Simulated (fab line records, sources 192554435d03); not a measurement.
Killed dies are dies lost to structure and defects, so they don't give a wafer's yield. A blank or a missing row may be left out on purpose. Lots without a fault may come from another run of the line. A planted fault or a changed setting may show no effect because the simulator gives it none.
fab line records | flow n5_finfet | part 1 of 2: steps 1 to 4 of 6
record lots=19 wafers=57 last_day=19
route steps=1938 shown ZERO_LAYER@15 FIN_SAQP@114
lots that met no fault: from a run of the same line without faults
start_h: hours from the record's first day to the start of the lot's first wafer shown | wait_h: hours since the lot's step before | " the same as in the row above | L1.1+2: a row that stands for several wafers | - no value, or no start given | * or withheld: withheld | < > ~ a bound
route shown NAME@n: a module of which the file shows steps, and the number in the route of the first | usual: mean/standard deviation of fault-free wafers | same: alike in all rows | chamber/n: place in a boat | sites: the reading at each site | _std_site: their standard deviation | _edge_site: outer sites' mean less inner sites' | radius_mm: how far each site lies from the wafer's centre | mask NAME#n: copy n | behind: the tool/chamber that last shaped the wafer | hold: why the lot was held/for how many hours/how that ended | device: the transistor (n, p or np) that didn't switch | end of line: the same wafers' tests at the end of the route | a step without rows: its recipe alone | killed: dies lost to structure and defects at the first sort, not the wafer's yield | map: a wafer's dies, x killed, . not, _ none there
set.NAME: the setting as run; set.NAME@STEP: as run at that earlier step | model.NAME: the simulator's own value behind a step, which no gauge read
steps of the route over a sample of lots; a table a step, a row a wafer
services: from which hour (start_h, from the record's first day; less than 0 if before it) a tool's chamber was out of use, for how many hours, and why
## steps
# step N5_ZERO_LAYER_ETCH_17
# recipe chemistry=CF4 target=SiO2 target_depth_a=120 time_s=13.3 ion_energy_ev=350 pressure_mtorr=40 source_w=450 bias_w=215 Ar_flow_sccm=100 cf4_flow_sccm=100
# usual drypump_motor_current_A=5.6/0.43 oes_product_au=0.75/0.079 rf_vpp_V=949/4.7 showerhead_plenum_p_Torr=2.14/0.07 throttle_valve_pct=15.73/0.26
# columns lot.wafer tool chamber start_h wait_h drypump_motor_current_A oes_product_au rf_hours_counter_h rf_vpp_V showerhead_plenum_p_Torr throttle_valve_pct
L074.2 rie_diel-02 1 12.71 0.0 5.8 0.77 127 955 2.24 15.80
L074.4 " 2 " " 5.6 0.73 189 946 2.14 16.04
L074.5 " 3 " " 5.4 0.68 - 943 2.03 15.81
L075.1 rie_diel-05 3 18.84 0.0 5.2 0.73 191 948 2.12 15.92
L075.3 " 0 " " 6.5 0.75 150 953 2.23 15.85
L075.5 " 2 " " 5.8 0.70 - 948 2.10 15.64
L078.1 rie_diel-05 1 36.89 0.0 5.5 0.71 170 948 2.12 15.60
L078.2 " 0 " " 6.4 0.74 154 955 2.22 15.87
L078.6 " 2 " " 5.7 0.70 - 947 2.10 15.67
L079.3 rie_diel-04 0 42.86 0.0 5.3 0.68 225 943 2.03 15.42
L079.4 " 1 " " 6.2 0.73 186 942 2.07 15.93
L079.6 " 1 " " 6.2 0.72 - 942 2.07 15.93
L080.1 rie_diel-02 0 48.71 0.0 6.0 0.76 148 948 2.15 15.74
L080.2 " 2 " " 5.7 0.73 202 949 2.14 16.07
L080.6 " 2 " " 5.7 0.72 - 948 2.14 16.06
L081.2 rie_diel-05 3 54.86 0.0 5.3 0.73 201 948 2.12 15.94
L081.3 " 0 " " 6.5 0.74 159 953 2.22 15.87
L081.5 " 0 " " 6.5 0.73 - 953 2.22 15.87
L082.2 rie_diel-04 1 60.86 0.0 6.2 0.72 191 942 2.07 15.93
L082.5 " 3 " " 5.0 0.65 - 952 2.19 15.58
L082.6 " 0 " " 5.3 0.67 - 940 2.02 15.45
L084.1 rie_diel-02 1 72.88 0.0 5.8 0.75 147 955 2.23 15.82
L084.3 " 0 " " 6.0 0.74 157 948 2.15 15.76
L084.6 " 1 " " 5.9 0.75 - 953 2.23 15.84
L085.1 rie_diel-02 0 79.46 0.0 6.1 0.74 159 948 2.15 15.78
L085.2 " 2 " " 5.7 0.72 214 947 2.13 16.08
L085.6 " 1 " " 5.9 0.75 - 954 2.23 15.85
L086.4 rie_diel-04 2 85.32 0.0 4.9 0.86 - 951 2.17 15.48
L086.5 " 1 " " 6.2 0.71 - 943 2.07 15.95
L086.6 " 0 " " 5.3 0.67 - 941 2.02 15.48
L087.1 rie_diel-02 2 90.76 0.0 5.6 0.71 219 949 2.13 16.09
L087.3 " 3 " " 5.4 0.94 6 958 2.27 15.34
L087.5 " 1 " " 5.9 0.74 - 954 2.23 15.86
L088.2 rie_diel-04 2 96.84 0.0 4.9 0.87 61 950 2.17 15.51
L088.3 " 0 " " 5.2 0.67 242 942 2.02 15.46
L088.6 " 1 " " 6.2 0.70 - 943 2.07 15.97
L089.3 rie_diel-04 3 103.23 0.0 5.0 0.95 4 952 2.19 15.09
L089.4 " 0 " " 5.2 0.67 244 940 2.02 15.49
L089.6 " 3 " " 5.0 0.96 - 952 2.19 15.10
L092.1 rie_diel-04 1 120.71 0.0 6.2 0.70 213 942 2.06 15.98
L092.4 " 2 " " 4.9 0.85 67 951 2.17 15.51
L092.5 " 1 " " 6.2 0.70 - 941 2.06 15.98
L093.1 rie_diel-04 1 126.73 0.0 6.2 0.70 215 943 2.06 15.97
L093.4 " 2 " " 4.9 0.85 - 950 2.17 15.52
L093.5 " 3 " " 5.0 0.92 - 952 2.19 15.10
L094.2 rie_diel-02 2 132.86 0.0 5.6 0.70 230 946 2.13 16.11
L094.5 " 0 " " 5.9 0.72 - 948 2.14 15.79
L094.6 " 3 " " 5.4 0.92 - 957 2.27 15.36
L095.1 rie_diel-02 2 139.17 0.0 5.6 0.71 232 947 2.13 16.11
L095.3 " 3 " " 5.3 0.91 19 956 2.27 15.38
L095.4 " 1 " " 5.8 0.74 168 954 2.22 15.89
L096.4 rie_diel-02 3 145.26 0.0 5.4 0.91 - 957 2.27 15.38
L096.5 " 1 " " 5.8 0.73 - 953 2.22 15.88
L096.6 " 2 " " 5.7 0.70 - 947 2.13 16.12
L097.1 rie_diel-02 2 150.71 0.0 5.7 0.71 236 947 2.13 16.13
L097.2 " 3 " " 5.4 0.90 23 958 2.27 15.38
L097.5 " 0 " " 6.0 0.72 - 948 2.14 15.78
# step N5_FIN_SAQP_DESCUM_21
# recipe chemistry=O2 time_s=7.9 source_power_w=50 bias_power_w=20 pressure_mtorr=20 rf_frequency_hz=2.712e+07 temp_c=40 resist=CAR-ArF o2_flow_sccm=225
# usual drypump_motor_current_A=5.9/0.43 o2_flow_sccm=225.0/0.65 oes_product_au=0.79/0.073 rf_vpp_V=243.5/1.3 showerhead_plenum_p_Torr=2.11/0.063 throttle_valve_pct=20.5/0.31
# columns lot.wafer tool chamber start_h wait_h drypump_motor_current_A o2_flow_sccm oes_product_au rf_hours_counter_h rf_vpp_V showerhead_plenum_p_Torr throttle_valve_pct
L074.2 rie_diel-01 3 23.43 1.6 6.1 225.0 0.76 164 242.8 2.11 20.9
L074.4 " 0 " " 6.5 224.5 0.83 83 245.6 2.20 20.5
L074.5 " 0 " " 6.5 225.2 0.83 - 244.1 2.20 20.5
L075.1 rie_diel-06 2 34.70 0.2 5.4 226.3 0.79 138 244.6 2.10 20.2
L075.3 " 1 " " 6.5 225.8 0.74 183 245.3 2.14 20.4
L075.5 " 2 " " 5.4 226.3 0.79 - 245.1 2.10 20.2
L078.1 rie_diel-01 0 47.11 0.0 6.5 225.7 0.82 93 242.9 2.20 20.5
L078.2 " 1 " " 6.0 224.9 0.75 122 241.0 2.00 20.2
L078.6 " 0 " " 6.4 226.7 0.82 - 246.2 2.20 20.5
L079.3 rie_diel-03 0 51.91 0.0 6.1 224.7 0.77 126 243.0 2.14 20.9
L079.4 " 1 " " 5.5 224.4 0.87 42 244.7 2.14 20.5
L079.6 " 2 " " 5.4 223.9 0.78 - 241.5 2.07 20.0
L080.1 rie_diel-03 2 57.86 0.0 5.4 225.0 0.77 133 244.3 2.07 20.0
L080.2 " 1 " " 5.5 225.4 0.86 44 244.3 2.14 20.5
L080.6 " 1 " " 5.5 225.1 0.86 - 244.4 2.14 20.5
L081.2 rie_diel-03 2 63.75 0.0 5.4 225.7 0.78 135 242.7 2.06 20.0
L081.3 " 0 " " 6.1 225.1 0.75 130 242.3 2.14 20.9
L081.5 " 0 " " 6.1 224.8 0.76 - 242.9 2.14 20.9
L082.2 rie_diel-01 3 69.80 0.2 6.2 224.7 0.73 187 243.1 2.10 20.9
L082.5 " 3 " " 6.1 225.8 0.72 - 243.6 2.10 20.9
L082.6 " 1 " " 6.0 226.0 0.74 - 241.5 2.00 20.2
L084.1 rie_diel-01 0 84.12 0.4 6.4 225.8 0.81 108 245.3 2.19 20.5
L084.3 " 1 " " 5.9 225.1 0.74 137 242.2 1.99 20.2
L084.6 " 1 " " 6.0 224.9 0.74 - 242.4 1.99 20.2
L085.1 rie_diel-01 1 91.55 0.0 6.0 226.0 0.74 140 240.9 1.99 20.2
L085.2 " 0 " " 6.4 225.8 0.81 110 243.6 2.19 20.5
L085.6 " 3 " " 6.1 225.7 0.73 - 242.9 2.09 20.9
L086.4 rie_diel-06 2 95.88 0.5 5.4 225.5 0.77 165 242.6 2.09 20.3
L086.5 " 1 " " 6.5 225.3 0.72 - 244.9 2.13 20.5
L086.6 " 0 " " 5.7 224.8 0.83 - 245.4 2.21 20.4
L087.1 rie_diel-01 3 100.46 0.0 6.1 225.2 0.73 200 242.2 2.09 20.9
L087.3 " 1 " " 6.0 225.0 0.73 143 242.7 1.99 20.2
L087.5 " 1 " " 6.0 225.6 0.73 - 242.0 1.99 20.2
L088.2 rie_diel-01 1 107.68 0.0 6.0 224.7 0.73 146 241.5 1.99 20.2
L088.3 " 3 " " 6.1 224.8 0.72 202 242.3 2.09 20.9
L088.6 " 1 " " 5.9 223.9 0.73 - 241.6 1.99 20.2
L089.3 rie_diel-06 2 112.85 0.0 5.4 224.8 0.75 171 242.4 2.09 20.3
L089.4 " 1 " " 6.5 225.8 0.72 216 246.0 2.13 20.5
L089.6 " 2 " " 5.4 225.0 0.76 - 242.8 2.09 20.3
L092.1 rie_diel-03 0 129.71 0.0 6.1 226.0 0.72 158 242.9 2.13 21.0
L092.4 " 2 " " 5.4 225.4 0.74 163 241.5 2.06 20.0
L092.5 " 1 " " 5.5 224.7 0.84 - 243.5 2.13 20.6
L093.1 rie_diel-06 0 135.69 0.4 5.7 226.0 0.82 106 245.8 2.20 20.4
L093.4 " 2 " " 5.4 224.2 0.75 178 243.9 2.08 20.3
L093.5 " 0 " " 5.7 225.7 0.81 - 245.7 2.20 20.4
L094.2 rie_diel-06 0 143.75 0.0 5.7 225.3 0.80 108 244.1 2.20 20.4
L094.5 " 3 " " 5.3 224.9 0.87 - 243.4 2.14 20.4
L094.6 " 2 " " 5.4 226.6 0.74 - 243.9 2.08 20.3
L095.1 rie_diel-03 1 150.36 0.5 5.5 225.7 0.83 63 243.3 2.13 20.6
L095.3 " 3 " " 6.3 224.2 0.87 68 242.5 2.02 19.9
L095.4 " 0 " " 6.1 224.6 0.74 165 242.6 2.12 21.0
L096.4 rie_diel-01 0 155.42 0.0 6.4 225.1 0.79 134 245.1 2.18 20.5
L096.5 " 3 " " 6.2 224.7 0.71 - 242.4 2.09 20.9
L096.6 " 2 " " 6.3 224.5 0.94 - 245.4 2.15 20.6
L097.1 rie_diel-03 1 160.91 0.0 5.4 226.2 0.82 67 240.8 2.13 20.6
L097.2 " 3 " " 6.3 225.3 0.86 71 242.4 2.02 19.9
L097.5 " 2 " " 5.4 224.8 0.74 - 241.8 2.05 20.0
# step N5_FIN_SAQP_ETCH_52
# recipe chemistry=N2/H2 target=SOC target_depth_a=1000 overetch_a=200 mask_material=SiARC temp_c=40 time_s=150 ion_energy_ev=200 pressure_mtorr=30 source_w=840 bias_w=150 n2_flow_sccm=200 h2_flow_sccm=200 ends=end_point
# usual drypump_motor_current_A=5.9/0.43 h2_flow_sccm=200.0/0.53 oes_product_au=0.70/0.06 rf_vpp_V=524.6/2.1 showerhead_plenum_p_Torr=2.56/0.075 throttle_valve_pct=17.84/0.23
# columns lot.wafer tool chamber start_h wait_h drypump_motor_current_A h2_flow_sccm oes_product_au rf_hours_counter_h rf_vpp_V showerhead_plenum_p_Torr throttle_valve_pct
L074.2 rie_diel-01 3 23.52 0.0 6.1 199.7 0.67 164 523.5 2.54 18.11
L074.4 " 0 " " 6.5 199.5 0.75 83 527.8 2.67 17.84
L074.5 " 0 " " 6.5 200.1 0.75 - 529.2 2.67 17.83
L075.1 rie_diel-06 2 34.80 0.0 5.4 199.5 0.70 139 523.8 2.56 17.70
L075.3 " 1 " " 6.5 200.7 0.67 183 526.9 2.64 18.11
L075.5 " 2 " " 5.4 200.8 0.70 - 525.5 2.56 17.71
L078.1 rie_diel-01 0 47.20 0.0 6.5 199.8 0.74 93 526.8 2.67 17.85
L078.2 " 1 " " 6.0 199.1 0.67 122 521.1 2.42 17.52
L078.6 " 0 " " 6.5 198.9 0.74 - 527.2 2.67 17.86
L079.3 rie_diel-03 0 52.00 0.0 6.1 199.9 0.68 126 525.1 2.52 17.83
L079.4 " 1 " " 5.5 200.4 0.78 42 525.2 2.60 17.90
L079.6 " 2 " " 5.4 199.9 0.68 - 524.7 2.57 17.70
L080.1 rie_diel-03 2 57.96 0.0 5.4 200.4 0.67 133 524.5 2.57 17.70
L080.2 " 1 " " 5.5 200.4 0.76 45 524.2 2.60 17.92
L080.6 " 1 " " 5.5 199.3 0.78 - 523.8 2.60 17.91
L081.2 rie_diel-03 2 63.84 0.0 5.4 200.1 0.68 135 523.7 2.57 17.72
L081.3 " 0 " " 6.1 199.9 0.68 130 523.5 2.52 17.86
L081.5 " 0 " " 6.1 198.8 0.67 - 524.6 2.52 17.86
L082.2 rie_diel-01 3 69.89 0.0 6.1 200.8 0.66 187 523.6 2.53 18.15
L082.5 " 3 " " 6.1 199.8 0.67 - 522.4 2.53 18.13
L082.6 " 1 " " 5.9 200.3 0.68 - 520.0 2.42 17.55
L084.1 rie_diel-01 0 84.21 0.0 6.4 200.2 0.73 108 527.4 2.66 17.89
L084.3 " 1 " " 6.0 199.8 0.66 137 522.2 2.42 17.56
L084.6 " 1 " " 5.9 200.2 0.68 - 520.9 2.42 17.55
L085.1 rie_diel-01 1 91.64 0.0 6.0 199.4 0.66 140 520.1 2.42 17.57
L085.2 " 0 " " 6.5 199.2 0.72 110 526.2 2.66 17.91
L085.6 " 3 " " 6.1 199.4 0.65 - 524.3 2.52 18.14
L086.4 rie_diel-06 2 95.97 0.0 5.4 200.2 0.68 165 522.8 2.55 17.75
L086.5 " 1 " " 6.5 199.5 0.65 - 525.8 2.63 18.15
L086.6 " 0 " " 5.8 199.9 0.72 - 528.3 2.66 17.59
L087.1 rie_diel-01 3 100.55 0.0 6.1 199.7 0.66 200 523.9 2.52 18.19
L087.3 " 1 " " 5.9 200.6 0.66 143 520.9 2.41 17.56
L087.5 " 1 " " 5.9 199.8 0.66 - 522.5 2.41 17.57
L088.2 rie_diel-01 1 107.77 0.0 6.0 199.3 0.66 146 521.9 2.41 17.57
L088.3 " 3 " " 6.1 200.1 0.65 202 523.4 2.52 18.14
L088.6 " 1 " " 6.0 199.4 0.66 - 520.8 2.41 17.59
L089.3 rie_diel-06 2 112.94 0.0 5.4 200.4 0.69 171 524.2 2.54 17.75
L089.4 " 1 " " 6.5 200.1 0.64 216 525.1 2.63 18.15
L089.6 " 2 " " 5.4 200.4 0.68 - 523.5 2.54 17.76
L092.1 rie_diel-03 0 129.80 0.0 6.1 200.3 0.65 158 524.0 2.51 17.89
L092.4 " 2 " " 5.4 200.2 0.65 163 523.4 2.56 17.76
L092.5 " 1 " " 5.5 199.8 0.75 - 525.9 2.59 17.94
L093.1 rie_diel-06 0 135.78 0.0 5.7 201.1 0.71 106 528.2 2.65 17.63
L093.4 " 2 " " 5.3 200.8 0.68 178 525.2 2.54 17.77
L093.5 " 0 " " 5.8 200.4 0.71 - 526.8 2.65 17.61
L094.2 rie_diel-06 0 143.84 0.0 5.7 199.7 0.70 108 527.5 2.65 17.63
L094.5 " 3 " " 5.3 200.3 0.79 - 525.3 2.59 17.68
L094.6 " 2 " " 5.4 200.2 0.67 - 524.3 2.54 17.77
L095.1 rie_diel-03 1 150.45 0.0 5.5 199.9 0.74 64 524.9 2.59 17.94
L095.3 " 3 " " 6.3 200.0 0.76 68 522.1 2.47 17.38
L095.4 " 0 " " 6.1 199.7 0.64 165 523.4 2.50 17.92
L096.4 rie_diel-01 0 155.51 0.0 6.5 200.9 0.71 134 526.9 2.65 17.90
L096.5 " 3 " " 6.2 200.0 0.64 - 522.6 2.51 18.22
L096.6 " 2 " " 6.2 200.1 0.82 - 525.7 2.60 17.81
L097.1 rie_diel-03 1 161.00 0.0 5.4 200.0 0.74 67 525.5 2.59 17.96
L097.2 " 3 " " 6.3 200.1 0.75 72 521.4 2.47 17.38
L097.5 " 2 " " 5.3 200.5 0.66 - 524.0 2.55 17.79
# step N5_FIN_SAQP_STRIP_55
# recipe chemistry=N2/H2 power_w=500 temp_c=40 pressure_mtorr=50 rf_frequency_hz=6e+07 overash_fraction=0.3 bias_power_w=28 h2_frac=0.5 n2_flow_sccm=300 h2_flow_sccm=300
# usual drypump_motor_current_A=5.9/0.43 h2_flow_sccm=300.1/1 oes_product_au=0.79/0.072 rf_vpp_V=122.1/1.4 showerhead_plenum_p_Torr=3.38/0.09 throttle_valve_pct=18.84/0.29
# columns lot.wafer tool chamber start_h wait_h drypump_motor_current_A h2_flow_sccm oes_product_au rf_hours_counter_h rf_vpp_V showerhead_plenum_p_Torr throttle_valve_pct
L074.2 rie_diel-01 0 23.87 0.1 6.5 299.7 0.83 83 125.7 3.52 19.01
L074.4 " 2 " " 6.2 300.3 0.70 231 123.9 3.45 19.13
L074.5 " 2 " " 6.2 301.7 0.69 - 119.5 3.45 19.14
L075.1 rie_diel-06 2 35.33 0.3 5.4 302.3 0.78 139 124.1 3.38 18.71
L075.3 " 3 " " 5.3 300.7 0.66 243 122.0 3.43 19.16
L075.5 " 3 " " 5.3 301.5 0.67 - 122.2 3.43 19.18
L078.1 rie_diel-06 0 47.53 0.1 5.8 300.9 0.85 78 122.4 3.51 18.35
L078.2 " 2 " " 5.4 301.7 0.78 146 123.2 3.37 18.72
L078.6 " 2 " " 5.4 299.6 0.79 - 122.6 3.37 18.67
L079.3 rie_diel-03 0 52.30 0.1 6.1 298.8 0.76 126 122.9 3.33 18.83
L079.4 " 1 " " 5.5 301.7 0.86 42 122.6 3.43 18.76
L079.6 " 1 " " 5.5 301.7 0.85 - 121.3 3.43 18.75
L080.1 rie_diel-03 0 58.25 0.1 6.1 300.4 0.76 128 122.7 3.33 18.85
L080.2 " 2 " " 5.4 300.4 0.77 133 120.3 3.39 18.81
L080.6 " 1 " " 5.5 299.6 0.85 - 121.9 3.43 18.72
L081.2 rie_diel-06 1 64.13 0.1 6.5 301.0 0.72 199 121.3 3.47 19.36
L081.3 " 3 " " 5.3 300.2 0.95 0 123.7 3.43 18.69
L081.5 " 2 " " 5.4 298.6 0.78 - 120.9 3.37 18.71
L082.2 rie_diel-01 0 70.18 0.1 6.4 298.5 0.82 101 124.3 3.51 19.03
L082.5 " 1 " " 5.9 301.2 0.75 - 122.8 3.20 18.49
L082.6 " 3 " " 6.1 298.0 0.73 - 123.7 3.34 19.19
L084.1 rie_diel-06 3 84.51 0.1 5.3 300.6 0.91 6 120.6 3.43 18.70
L084.3 " 0 " " 5.7 300.0 0.83 92 121.3 3.50 18.37
L084.6 " 1 " " 6.5 298.8 0.71 - 123.5 3.47 19.33
L085.1 rie_diel-01 2 91.98 0.1 6.3 299.4 0.98 2 122.5 3.44 18.69
L085.2 " 1 " " 6.0 300.0 0.74 140 121.0 3.20 18.51
L085.6 " 3 " " 6.1 299.6 0.73 - 121.7 3.33 19.21
L086.4 rie_diel-01 0 96.26 0.1 6.5 301.0 0.82 112 123.3 3.51 19.08
L086.5 " 1 " " 5.9 299.6 0.75 - 123.1 3.20 18.53
L086.6 " 0 " " 6.5 300.6 0.81 - 126.3 3.51 19.09
L087.1 rie_diel-01 0 100.84 0.1 6.4 301.3 0.81 114 123.2 3.50 19.07
L087.3 " 1 " " 6.0 299.7 0.76 143 122.2 3.20 18.51
L087.5 " 1 " " 6.0 299.2 0.74 - 121.2 3.20 18.49
L088.2 rie_diel-03 2 108.08 0.1 5.4 301.2 0.75 153 121.0 3.38 18.86
L088.3 " 3 " " 6.4 300.2 0.90 52 122.3 3.27 18.43
L088.6 " 3 " " 6.3 301.7 0.90 - 122.8 3.27 18.43
L089.3 rie_diel-03 2 113.23 0.1 5.4 301.5 0.75 156 122.2 3.38 18.87
L089.4 " 0 " " 6.1 299.4 0.73 - 121.7 3.32 18.88
L089.6 " 2 " " 5.4 301.5 0.74 - 119.5 3.38 18.87
L092.1 rie_diel-03 1 130.09 0.1 5.4 299.3 0.85 56 121.0 3.42 18.76
L092.4 " 3 " " 6.3 299.9 0.87 62 121.0 3.27 18.45
L092.5 " 0 " " 6.1 300.3 0.72 - 120.5 3.31 18.89
L093.1 rie_diel-06 2 136.08 0.1 5.4 299.3 0.73 178 123.0 3.36 18.77
L093.4 " 3 " " 5.3 300.8 0.86 22 122.3 3.42 18.70
L093.5 " 3 " " 5.3 300.0 0.86 - 118.7 3.42 18.71
L094.2 rie_diel-06 2 144.17 0.1 5.4 298.9 0.74 180 122.7 3.35 18.76
L094.5 " 0 " " 5.7 300.7 0.81 - 123.7 3.50 18.40
L094.6 " 1 " " 6.5 300.1 0.71 - 120.2 3.46 19.39
L095.1 rie_diel-06 0 150.74 0.1 5.8 300.1 0.81 111 122.3 3.49 18.40
L095.3 " 3 " " 5.3 299.4 0.86 27 125.1 3.42 18.73
L095.4 " 1 " " 6.5 299.7 0.72 228 122.2 3.46 19.38
L096.4 rie_diel-03 3 155.80 0.0 6.3 299.1 0.87 70 119.7 3.26 18.45
L096.5 " 2 " " 5.4 300.3 0.74 - 122.4 3.37 18.85
L096.6 " 3 " " 6.4 299.4 0.86 - 121.9 3.26 18.48
L097.1 rie_diel-03 1 161.29 0.1 5.5 299.5 0.82 67 121.6 3.42 18.81
L097.2 " 0 " " 6.1 300.8 0.73 168 122.1 3.31 18.93
L097.5 " 2 " " 5.4 301.0 0.73 - 120.5 3.37 18.90
